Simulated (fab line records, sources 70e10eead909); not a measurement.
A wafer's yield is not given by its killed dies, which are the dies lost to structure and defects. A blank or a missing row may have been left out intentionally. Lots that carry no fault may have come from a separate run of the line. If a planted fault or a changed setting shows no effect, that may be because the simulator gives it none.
Matching of chambers	flow nandHarc	NHARC_A_SGD_CUT_ETCH_58 on rieDiel-05 has 4 sister chambers
The step etches the open film in CF4, target depth 39 nm, time 65 s. 18 wafers are shown with their chamber, then 9 later ones without.

EACH WAFER AND ITS CHAMBER
wafer	chamber	drypumpMotorCurrentA (A)	oesProductAu (a.u.)	throttleValvePct (%)
L075.1	0	6.4	0.981	13.298
L075.2	1	6.3	0.973	13.295
L075.6	0	6.4	0.976	13.298
L078.1	1	6.3	0.978	13.295
L078.2	3	6.2	1.005	13.286
L078.5	1	6.3	0.981	13.277
L079.3	1	6.3	0.976	13.292
L079.5	0	6.4	0.991	13.297
L079.6	1	6.4	0.969	13.277
L085.1	0	6.4	0.982	13.287
L085.5	0	6.4	0.984	13.276
L085.6	3	6.2	1.005	13.277
L087.1	2	5.5	0.990	13.272
L087.3	0	6.4	0.974	13.290
L087.5	1	6.4	0.984	13.261
L089.4	0	6.5	0.992	13.291
L089.5	0	6.5	0.994	13.285
L089.6	1	6.3	0.987	13.278

SIGNATURES (averages over the wafers above)
reading	chamber 0	chamber 1	chamber 2	chamber 3	scatter within a chamber
drypumpMotorCurrentA	6.425	6.329	5.500	6.200	0.0457
oesProductAu	0.98425	0.97829	0.99000	1.00500	0.00668
throttleValvePct	13.29025	13.28214	13.27200	13.28150	0.00997
Rule: a wafer's distance from a chamber is the root of the sum, over the readings, of the square of ((its reading less the chamber's mean) divided by the reading's scatter). If the next closest chamber is less than 2 further off than the closest, the wafer can't be placed; otherwise it belongs to the closest. The scatter is the square root of a quotient: the sum, over the shown wafers, of each reading's squared deviation from its chamber's mean, divided by wafers minus chambers.

WAFERS WITH NO CHAMBER GIVEN
wafer	drypumpMotorCurrentA (A)	oesProductAu (a.u.)	throttleValvePct (%)
L093.1	6.4	0.972	13.292
L093.2	5.5	0.998	13.294
L093.3	6.2	0.976	13.292
L091.1	6.4	0.978	13.278
L091.3	6.3	0.989	13.272
L091.6	5.4	0.998	13.277
L097.1	5.4	1.003	13.288
L097.2	6.4	0.975	13.284
L097.6	6.2	0.985	13.265

WHICH CHAMBER EACH WENT THROUGH
wafer	from the rows above	in truth
L093.1	can't be placed: 0 or 1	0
L093.2	2	2
L093.3	can't be placed: 1 or 3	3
L091.1	can't be placed: 1 or 0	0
L091.3	can't be placed: 1 or 0 or 3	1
L091.6	2	2
L097.1	2	2
L097.2	can't be placed: 0 or 1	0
L097.6	can't be placed: 3 or 1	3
Placed correctly: 3 of 9. From these rows, 6 cannot be placed; in 6 the true chamber is one of the candidates. Placed wrongly: 0.
